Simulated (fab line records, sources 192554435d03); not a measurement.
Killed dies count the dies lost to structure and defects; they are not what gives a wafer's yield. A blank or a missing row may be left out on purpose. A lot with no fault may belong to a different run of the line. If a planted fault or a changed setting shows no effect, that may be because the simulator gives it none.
fab line records ; flow n5_finfet
record lots=6; wafers=18; last_day=17
route steps=1938 shown BEOL_M4@1094 PASSIVATION@1936
lots that met no fault: taken from a fault-free run of the same line
start_h: hours from the record's first day to the start of the lot's first wafer shown ; wait_h: hours since the lot's step before ; " as in the row above ; L1.1+2: several wafers, shown together as one row ; - no value, or no start given ; * or withheld: withheld ; < > ~ a bound
route shown NAME@n: NAME is a module with steps in the file, n the number in the route of the first one ; usual: mean and standard deviation over wafers with no fault ; same: alike in all rows ; chamber/n: place in a boat ; sites: the reading at each site ; _std_site: how widely they spread, as a standard deviation ; _edge_site: mean of outer sites minus mean of inner sites ; radius_mm: how far each site lies from the wafer's centre ; mask NAME#n: copy n ; behind: the most recent tool/chamber to have shaped the wafer ; hold: the reason the lot was held/the length of the hold in hours/how it ended ; device: whichever transistor did not switch (one of n, p or np) ; end of line: at the end of the route, the tests of the same wafers ; a step without rows: its recipe alone ; killed: dies lost to structure and defects at the first sort, not the wafer's yield ; map: per-die view of a wafer (x killed, . not killed, _ where there is no die)
set.NAME: the run value of the setting; set.NAME@STEP: its run value at that earlier step ; model.NAME: the simulator's own value behind a step, which no gauge read
lots at some steps of the route; a table a step, a row a wafer
services: when a tool's chamber went out of use (start_h, in hours from the record's first day, below 0 if earlier), for how many hours, and the reason
## steps
# step N5_BEOL_M4_SPUTTER_90
# recipe material=Cu; target_thk_a=45; temp_c=-20; chamber_pressure_pa=0.07; power_w=withheld; time_s=8.29
# usual susceptor_temp_C=-20.01/0.091; throttle_valve_pct=29.4/1.2
lot.wafer;tool;chamber;start_h;wait_h;susceptor_temp_C;throttle_valve_pct
L151.3;pvd_sputter-01;-;212.20;0.1;-20.02;30.5
L151.4;pvd_sputter-01;-;212.20;0.1;-19.98;30.0
L151.6;pvd_sputter-01;-;212.20;0.1;-20.08;27.5
L154.2;pvd_sputter-02;-;214.47;0.1;-20.12;29.9
L154.4;pvd_sputter-02;-;214.47;0.1;-20.02;30.4
L154.5;pvd_sputter-02;-;214.47;0.1;-20.01;31.1
L156.3;pvd_sputter-02;-;216.35;0.1;-20.09;30.9
L156.4;pvd_sputter-02;-;216.35;0.1;-19.95;28.5
L156.5;pvd_sputter-02;-;216.35;0.1;-20.14;30.9
L157.2;pvd_sputter-02;-;218.96;0.1;-20.09;28.4
L157.3;pvd_sputter-02;-;218.96;0.1;-20.00;29.9
L157.6;pvd_sputter-02;-;218.96;0.1;-20.18;29.7
L159.1;pvd_sputter-01;-;245.12;0.1;-20.20;29.9
L159.2;pvd_sputter-01;-;245.12;0.1;-20.20;30.2
L159.6;pvd_sputter-01;-;245.12;0.1;-19.88;27.1
L169.2;pvd_sputter-03;-;303.60;0.1;-20.06;29.8
L169.5;pvd_sputter-03;-;303.60;0.1;-20.02;29.7
L169.6;pvd_sputter-03;-;303.60;0.1;-19.90;27.2
# step N5_BEOL_M4_ANNEAL_91
# recipe temp_c=400; time_s=240; ambient=vacuum
# usual heater_power_w=838/75; susceptor_temp_C=400.00/0.22; susceptor_temp_C_max=400.9/0.41
lot.wafer;tool;chamber;start_h;wait_h;heater_power_w;susceptor_temp_C;susceptor_temp_C_max
L151.3;pvd_sputter-01;-;212.28;0.0;828;399.62;400.3
L151.4;pvd_sputter-01;-;212.28;0.0;790;399.82;401.1
L151.6;pvd_sputter-01;-;212.28;0.0;829;400.19;401.1
L154.2;pvd_sputter-02;-;214.55;0.0;804;399.60;400.7
L154.4;pvd_sputter-02;-;214.55;0.0;1033;399.98;400.9
L154.5;pvd_sputter-02;-;214.55;0.0;916;400.51;401.1
L156.3;pvd_sputter-02;-;216.43;0.0;905;400.38;401.4
L156.4;pvd_sputter-02;-;216.43;0.0;801;400.12;400.9
L156.5;pvd_sputter-02;-;216.43;0.0;887;400.12;401.0
L157.2;pvd_sputter-02;-;219.04;0.0;824;399.91;401.0
L157.3;pvd_sputter-02;-;219.04;0.0;799;400.06;401.7
L157.6;pvd_sputter-02;-;219.04;0.0;809;399.96;401.0
L159.1;pvd_sputter-01;-;245.20;0.0;790;399.81;401.2
L159.2;pvd_sputter-01;-;245.20;0.0;794;400.09;401.0
L159.6;pvd_sputter-01;-;245.20;0.0;792;399.98;401.0
L169.2;pvd_sputter-03;-;303.68;0.0;867;399.81;400.7
L169.5;pvd_sputter-03;-;303.68;0.0;843;400.15;400.8
L169.6;pvd_sputter-03;-;303.68;0.0;687;399.90;400.5
# step N5_BEOL_M4_SPUTTER_92
# recipe material=Cu; target_thk_a=45; temp_c=-20; chamber_pressure_pa=0.07; power_w=withheld; time_s=8.29
# step N5_BEOL_M4_ANNEAL_93
# recipe temp_c=400; time_s=240; ambient=vacuum
# step N5_BEOL_M4_SPUTTER_94
# recipe material=Cu; target_thk_a=45; temp_c=-20; chamber_pressure_pa=0.07; power_w=withheld; time_s=8.29
# step N5_BEOL_M4_ANNEAL_95
# recipe temp_c=400; time_s=240; ambient=vacuum
# step N5_BEOL_M4_SPUTTER_96
# recipe material=Cu; target_thk_a=45; temp_c=-20; chamber_pressure_pa=0.07; power_w=withheld; time_s=8.29
# usual susceptor_temp_C=-20.01/0.1; throttle_valve_pct=29.4/1.2
lot.wafer;tool;chamber;start_h;wait_h;susceptor_temp_C;throttle_valve_pct
L151.3;pvd_sputter-01;-;212.86;0.1;-20.04;30.3
L151.4;pvd_sputter-01;-;212.86;0.1;-20.09;30.0
L151.6;pvd_sputter-01;-;212.86;0.1;-19.84;27.3
L154.2;pvd_sputter-02;-;215.13;0.1;-19.99;29.9
L154.4;pvd_sputter-02;-;215.13;0.1;-19.93;30.4
L154.5;pvd_sputter-02;-;215.13;0.1;-20.09;31.2
L156.3;pvd_sputter-02;-;217.01;0.1;-20.11;30.9
L156.4;pvd_sputter-02;-;217.01;0.1;-19.97;28.1
L156.5;pvd_sputter-02;-;217.01;0.1;-20.03;31.0
L157.2;pvd_sputter-02;-;219.62;0.1;-19.90;27.9
L157.3;pvd_sputter-02;-;219.62;0.1;-20.07;30.1
L157.6;pvd_sputter-02;-;219.62;0.1;-20.07;29.8
L159.1;pvd_sputter-01;-;245.78;0.1;-20.15;29.9
L159.2;pvd_sputter-01;-;245.78;0.1;-20.03;30.3
L159.6;pvd_sputter-01;-;245.78;0.1;-19.91;27.2
L169.2;pvd_sputter-03;-;304.26;0.1;-19.91;29.5
L169.5;pvd_sputter-03;-;304.26;0.1;-19.91;29.8
L169.6;pvd_sputter-03;-;304.26;0.1;-20.11;27.2
# step N5_BEOL_M4_ECD_50
# recipe material=Cu; target_thk_a=3000
# step N5_BEOL_M4_ANNEAL_51
# recipe temp_c=225; time_s=90; ambient=N2
# step N5_BEOL_M4_CMP_52
# recipe stop_on=SiOC; t_overpolish_s=6.8; down_force_psi=1; platen_rpm=50; clearing_platen_down_force_psi=1.5; clearing_platen_rpm=50; post_cmp_clean=cu_alkaline; target_thk_nm=40; clearing_platen_pad_velocity_m_s=0.99484; pad_velocity_m_s=0.99484
# usual barrier_field_endpoint_s=24.9/0.7; head_pressure_psi=1.0000/0.0019; motor_current_A=5.9/0.6; overpolish_run_s=6.800/0.0088; pad_life_wafers=654/380; platen_rpm=50.00/0.034; time_to_endpoint_s=63/4
lot.wafer;tool;chamber;start_h;wait_h;barrier_field_endpoint_s;head_pressure_psi;motor_current_A;overpolish_run_s;pad_life_wafers;platen_rpm;time_to_endpoint_s
L151.3;cmp-01;2;213.35;0.2;25.5;0.9992;6.7;6.806;564;49.97;59
L151.4;cmp-01;3;213.35;0.2;25.3;1.0049;5.5;6.820;565;49.96;58
L151.6;cmp-01;2;213.35;0.2;25.8;1.0008;6.2;6.787;-;50.00;62
L154.2;cmp-03;1;215.66;0.2;25.1;1.0001;5.1;6.804;19;50.03;73
L154.4;cmp-03;3;215.66;0.2;26.1;1.0022;6.1;6.787;21;49.95;72
L154.5;cmp-03;1;215.66;0.2;25.7;1.0015;5.6;6.803;-;50.02;73
L156.3;cmp-01;0;217.67;0.3;24.7;1.0021;6.9;6.802;613;50.00;64
L156.4;cmp-01;2;217.67;0.3;25.1;0.9967;6.3;6.827;615;49.98;60
L156.5;cmp-01;0;217.67;0.3;25.2;1.0025;6.7;6.794;-;50.04;66
L157.3;cmp-01;3;220.11;0.2;25.4;0.9997;5.6;6.802;642;50.01;64
L157.2;cmp-01;0;220.11;0.2;25.2;1.0013;6.8;6.803;643;49.95;64
L157.6;cmp-01;3;220.11;0.2;24.9;1.0026;5.5;6.799;-;49.98;62
L159.1;cmp-03;0;246.35;0.3;23.6;1.0006;5.2;6.816;224;50.04;57
L159.2;cmp-03;1;246.35;0.3;24.7;0.9963;5.4;6.806;225;50.00;66
L159.6;cmp-03;3;246.35;0.3;25.2;0.9989;5.9;6.810;-;50.01;67
L169.2;cmp-02;2;304.83;0.3;24.7;1.0017;6.8;6.790;1628;49.95;66
L169.5;cmp-02;0;304.83;0.3;25.3;1.0016;6.4;6.802;-;50.00;67
L169.6;cmp-02;1;304.83;0.3;24.8;1.0023;6.8;6.811;-;50.00;69
# step N5_BEOL_M4_THK_MEAS_53
# recipe thk_meas_gauge=xrf; reads=Cu_of_BEOL_M4_ECD_50
# usual M4_THK=40.8/1.4
lot.wafer;tool;chamber;start_h;wait_h;M4_THK[nm]
L151.3;film_metro-02;-;213.65;-;39.0
L151.4;film_metro-02;-;213.65;-;38.7
L151.6;film_metro-02;-;213.65;-;40.1
L154.2;film_metro-02;-;215.92;-;44.7
L154.4;film_metro-02;-;215.92;-;41.9
L154.5;film_metro-02;-;215.92;-;44.5
L156.3;film_metro-02;-;217.92;-;40.5
L156.4;film_metro-02;-;217.92;-;39.5
L156.5;film_metro-02;-;217.92;-;40.2
L157.2;film_metro-01;-;220.41;-;42.0
L157.3;film_metro-01;-;220.41;-;40.1
L157.6;film_metro-01;-;220.41;-;40.2
L159.1;film_metro-01;-;246.57;-;39.8
L159.2;film_metro-01;-;246.57;-;41.7
L159.6;film_metro-01;-;246.57;-;42.0
L169.2;film_metro-01;-;305.05;-;39.2
L169.5;film_metro-01;-;305.05;-;41.2
L169.6;film_metro-01;-;305.05;-;41.4
# step N5_BEOL_M4_PRE_CLEAN_60
# recipe gas=NH3/H2; time_s=15; temp_c=*; rf_power_w=300
# usual heater_power_w=83/8.7; susceptor_temp_C=*
lot.wafer;tool;chamber;start_h;wait_h;heater_power_w;susceptor_temp_C
L151.3;cvd_co-02;1;213.68;0.0;80;*
L151.4;cvd_co-02;0;213.68;0.0;80;*
L151.6;cvd_co-02;2;213.68;0.0;89;*
L154.2;cvd_co-02;2;215.95;0.0;88;*
L154.4;cvd_co-02;2;215.95;0.0;88;*
L154.5;cvd_co-02;1;215.95;0.0;81;*
L156.3;cvd_co-02;1;217.96;0.0;80;*
L156.4;cvd_co-02;2;217.96;0.0;86;*
L156.5;cvd_co-02;1;217.96;0.0;81;*
L157.2;cvd_co-01;1;220.44;0.0;72;*
L157.3;cvd_co-01;0;220.44;0.0;79;*
L157.6;cvd_co-01;2;220.44;0.0;100;*
L159.1;cvd_co-02;1;246.61;0.0;82;*
L159.2;cvd_co-02;0;246.61;0.0;78;*
L159.6;cvd_co-02;1;246.61;0.0;82;*
L169.2;cvd_co-01;1;305.09;0.0;73;*
L169.5;cvd_co-01;2;305.09;0.0;99;*
L169.6;cvd_co-01;0;305.09;0.0;78;*
# step N5_BEOL_M4_CO_CAP_55
# recipe material=Co; target_thk_a=20; temp_c=200; precursor=CCTBA/H2; pressure_torr=30; time_s=102.1
# usual heater_power_w=233/11; run_length_s=125.1/0.49; susceptor_temp_C=199.99/0.16
lot.wafer;tool;chamber;start_h;wait_h;heater_power_w;run_length_s;susceptor_temp_C;model.Co_of_BEOL_M4_CO_CAP_55.thk_nm
L151.3;cvd_co-02;1;213.72;0.0;233;125.1;199.91;2.2
L151.4;cvd_co-02;0;213.72;0.0;227;124.8;200.26;2.2
L151.6;cvd_co-02;2;213.72;0.0;242;124.5;199.94;2
L154.2;cvd_co-02;2;215.99;0.0;240;124.8;200.09;2.2
L154.4;cvd_co-02;2;215.99;0.0;241;124.0;200.07;2.2
L154.5;cvd_co-02;1;215.99;0.0;231;125.6;200.11;2
L156.3;cvd_co-02;1;218.00;0.0;228;96.9;-;1.4
L156.4;cvd_co-02;2;218.00;0.0;238;95.9;-;1.6
L156.5;cvd_co-02;1;218.00;0.0;229;97.1;-;1.4
L157.2;cvd_co-01;1;220.48;0.0;217;125.2;200.06;2.2
L157.3;cvd_co-01;0;220.48;0.0;228;124.8;199.96;2.2
L157.6;cvd_co-01;2;220.48;0.0;244;125.7;199.95;2.2
L159.1;cvd_co-02;1;246.65;0.0;232;97.0;-;1.4
L159.2;cvd_co-02;0;246.65;0.0;229;96.0;-;1.4
L159.6;cvd_co-02;1;246.65;0.0;232;97.8;-;1.2
L169.2;cvd_co-01;1;305.13;0.0;222;125.3;199.97;2
L169.5;cvd_co-01;2;305.13;0.0;255;125.5;199.87;2
L169.6;cvd_co-01;0;305.13;0.0;231;125.3;200.07;2.2
# step N5_BEOL_M4_PRE_CLEAN_56
# recipe gas=NH3; time_s=15; temp_c=withheld; rf_power_w=300
# step N5_BEOL_M4_RC_MEAS_101
# usual DIBL_N=36.4/1.7; DIBL_P=36.4/2.1; IOFF_N=0.16/0.035; IOFF_P=0.21/0.035; ION_N=680/11; ION_P=465/6.8; SS_N=71.5/0.58; SS_P=73.2/0.72; VT_N=249/3.6; VT_P=-250/3.1
lot.wafer;tool;chamber;start_h;wait_h;DIBL_N[mV/V];DIBL_P[mV/V];IOFF_N[nA/um];IOFF_P[nA/um];ION_N[uA/um];ION_P[uA/um];SS_N[mV/dec];SS_P[mV/dec];VT_N[mV];VT_P[mV]
L151.3;prober-02;0;214.27;0.3;35.4;37.1;0.17;0.19;681;459;71.3;72.8;250;-254
L151.4;prober-02;0;214.27;0.3;36.0;38.4;0.18;0.21;686;470;71.8;73.6;248;-250
L151.6;prober-02;0;214.27;0.3;37.6;39.5;0.20;0.22;681;463;71.5;73.7;248;-251
L154.2;prober-02;0;216.38;0.2;36.6;37.4;0.18;0.22;685;466;71.8;73.5;246;-249
L154.4;prober-02;0;216.38;0.2;33.7;35.1;0.14;0.20;684;476;71.4;72.9;249;-252
L154.5;prober-02;0;216.38;0.2;34.7;36.9;0.16;0.21;681;470;71.4;73.9;247;-250
L156.3;prober-02;0;218.54;0.3;38.2;38.6;0.18;0.22;677;457;72.4;73.4;249;-249
L156.4;prober-02;0;218.54;0.3;38.6;40.2;0.20;0.25;690;474;72.3;74.0;245;-248
L156.5;prober-02;0;218.54;0.3;37.3;37.8;0.16;0.21;680;465;71.6;73.6;254;-251
L157.2;prober-01;0;220.90;0.2;36.7;34.2;0.15;0.20;678;458;71.6;73.0;249;-248
L157.3;prober-01;0;220.90;0.2;37.7;36.1;0.18;0.24;688;474;71.8;73.6;243;-246
L157.6;prober-01;0;220.90;0.2;36.3;33.6;0.14;0.19;668;459;71.7;72.5;253;-253
L159.1;prober-01;0;246.88;0.0;36.6;34.3;0.16;0.19;675;454;72.0;72.0;248;-251
L159.2;prober-01;0;246.88;0.0;36.8;35.1;0.15;0.19;670;458;72.0;73.1;249;-253
L159.6;prober-01;0;246.88;0.0;36.4;35.7;0.15;0.20;682;464;71.4;72.7;249;-248
L169.2;prober-01;0;306.27;0.7;37.3;36.7;0.16;0.23;682;467;71.7;72.8;249;-247
L169.5;prober-01;0;306.27;0.7;35.5;34.1;0.14;0.19;683;469;71.3;73.1;252;-251
L169.6;prober-01;0;306.27;0.7;37.7;37.6;0.17;0.25;686;471;71.9;73.9;249;-247
# step N5_PASSIVATION_PROBE_49
# usual defect_limited_yield=91.3/1.4; killed_at_M0_to_M3=36/11; killed_at_M4_up=13/5.2; killed_at_contacts=13/6.5; killed_at_front_end=37/11; killed_at_other=3.6/2.9; killed_dies=103/17; killed_open=68/12; killed_short=33/7.3; sort_bin_5_function=5.2/0.91; sort_bin_6_memory=3.2/0.67; sort_n_pass=1077/17; sort_yield_pct=91.3/1.4
# same gross_dies=1180; killed_at_back_side=0; sort_bin_4_leakage[%]=0; sort_bin_8_speed[%]=0
lot.wafer;tool;chamber;start_h;wait_h;defect_limited_yield[%];killed_at_M0_to_M3;killed_at_M4_up;killed_at_contacts;killed_at_front_end;killed_at_other;killed_dies;killed_open;killed_short;sort_bin_5_function[%];sort_bin_6_memory[%];sort_n_pass;sort_yield_pct[%]
L151.3;prober-01;-;319.90;0.1;92.4;15;12;13;48;2;90;62;28;4.8;2.5;1090;92.4
L151.4;prober-01;-;319.95;0.2;93.1;29;10;10;30;2;81;61;20;4.1;2.5;1099;93.1
L151.6;prober-01;-;320.05;0.3;92.8;26;4;14;38;3;85;58;27;4.6;2.3;1095;92.8
L157.2;prober-01;-;341.37;0.1;91.4;32;17;12;33;8;102;67;35;5.0;3.6;1078;91.4
L157.3;prober-01;-;341.42;0.1;90.3;31;10;5;59;10;115;66;41;4.6;3.8;1065;90.3
L157.6;prober-01;-;341.57;0.3;92.4;25;12;4;46;3;90;55;34;5.3;2.3;1090;92.4
L159.1;prober-02;-;353.53;0.0;91.9;38;8;17;30;2;95;61;33;5.0;3.0;1085;91.9
L159.2;prober-02;-;353.58;0.1;92.0;28;19;8;38;1;94;56;37;4.2;3.6;1086;92.0
L159.6;prober-02;-;353.78;0.3;89.4;44;9;22;45;5;125;86;37;6.4;3.9;1055;89.4
# killed by level:class
L151.3 FIN_SAQP:geometric_particle:open=15 FIN_SAQP:geometric_particle:short=10 MOL_CONTACT_COAG:geometric_particle:open=9 STI_FIN_REVEAL:geometric_particle:open=8 BEOL_M4:geometric_particle:open=7 BEOL_M0_SAQP:geometric_particle:open=5 BEOL_M0_SAQP:geometric_particle:short=5 MOL_CONTACT_COAG:geometric_particle:short=4
L151.4 FIN_SAQP:geometric_particle:open=8 MOL_CONTACT_COAG:geometric_particle:open=8 BEOL_M0_SAQP:geometric_particle:open=8 BEOL_M3:geometric_particle:open=7 FIN_SAQP:geometric_particle:short=6 STI_FIN_REVEAL:geometric_particle:open=6 BEOL_M2:geometric_particle:open=6 GATE_CUT:geometric_particle:short=4
L151.6 MOL_CONTACT_COAG:geometric_particle:open=12 FIN_SAQP:geometric_particle:open=10 FIN_SAQP:geometric_particle:short=10 STI_FIN_REVEAL:geometric_particle:open=7 BEOL_M0_SAQP:geometric_particle:open=6 BEOL_M2:geometric_particle:open=6 BEOL_M3:geometric_particle:open=4 BEOL_M0_SAQP:geometric_particle:short=4
L157.2 BEOL_M2:geometric_particle:open=13 STI_FIN_REVEAL:geometric_particle:open=11 MOL_CONTACT_COAG:geometric_particle:open=10 BEOL_M4:geometric_particle:open=7 GATE_CUT:geometric_particle:short=6 BEOL_M0_SAQP:geometric_particle:open=6 PASS1_DEP:geometric_particle:short=5 FIN_SAQP:geometric_particle:open=4
L157.3 FIN_SAQP:geometric_particle:open=14 FIN_SAQP:geometric_particle:short=11 BEOL_M2:geometric_particle:open=11 HKMG_FIN:area_etch=8 STI_FIN_REVEAL:geometric_particle:open=6 PASS1_DEP:geometric_particle:short=6 GATE_CUT:geometric_particle:short=4 GATE_CUT:geometric_particle:open=4
L157.6 STI_FIN_REVEAL:geometric_particle:open=17 BEOL_M0_SAQP:geometric_particle:short=6 FIN_SAQP:geometric_particle:open=5 FIN_SAQP:geometric_particle:short=5 BEOL_M2:geometric_particle:open=5 MOL_CONTACT_COAG:geometric_particle:open=4 BEOL_M0_SAQP:geometric_particle:open=4 BEOL_M3:geometric_particle:open=4
L159.1 MOL_CONTACT_COAG:geometric_particle:open=16 FIN_SAQP:geometric_particle:short=11 BEOL_M3:geometric_particle:open=9 BEOL_M0_SAQP:geometric_particle:short=7 BEOL_M0_SAQP:geometric_particle:open=7 STI_FIN_REVEAL:geometric_particle:open=6 BEOL_M4:geometric_particle:open=5 BEOL_M2:geometric_particle:short=4
L159.2 STI_FIN_REVEAL:geometric_particle:open=11 BEOL_M0_SAQP:geometric_particle:open=7 BEOL_M4:geometric_particle:short=7 BEOL_M2:geometric_particle:short=6 FIN_SAQP:geometric_particle:open=5 MOL_CONTACT_COAG:geometric_particle:open=5 BEOL_M4:geometric_particle:open=5 BEOL_M0:geometric_particle:short=4
L159.6 MOL_CONTACT_COAG:geometric_particle:open=15 BEOL_M2:geometric_particle:open=12 STI_FIN_REVEAL:geometric_particle:open=11 BEOL_M3:geometric_particle:open=10 BEOL_M0_SAQP:geometric_particle:open=8 FIN_SAQP:geometric_particle:short=7 MOL_CONTACT_COAG:geometric_particle:short=7 BEOL_M0_SAQP:geometric_particle:short=6
## services
tool;chamber;start_h;hours;kind
cmp-03;-;202.03;4.7;pm
cmp-03;-;209.37;4.0;pm
cmp-03;-;213.37;-;consumable_replace:conditioner
cmp-03;-;213.37;-;consumable_replace:pad
cmp-02;-;213.67;5.1;repair
cmp-01;-;231.43;2.0;repair
pvd_sputter-02;-;239.55;2.6;repair
cmp-01;-;245.83;6.2;pm
cvd_co-02;2;257.04;21.8;repair
cmp-01;-;279.23;5.3;pm
cvd_co-02;-;301.86;6.9;pm
## key
first_sign step=N5_BEOL_M4_CO_CAP_55; reading=run_length_s; direction=down; sigmas=57; usual=*; struck=*
effect none on later readings
model_effect step=N5_BEOL_M4_CO_CAP_55; value=Co_of_BEOL_M4_CO_CAP_55.thk_nm; without=1.9; struck=1.4
met_at N5_BEOL_M4_CO_CAP_55
struck_wafers L156.3,L156.4,L156.5,L159.1,L159.2,L159.6
onset_between 215.99 218.00
fault kind=process_parameter_drift; tool=cvd_co-02; chamber=-; onset_h=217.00; steps=N5_BEOL_M4_CO_CAP_55; channel=time_s; offset=*; shape=step; end_h=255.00; acts_in=*; stated=*
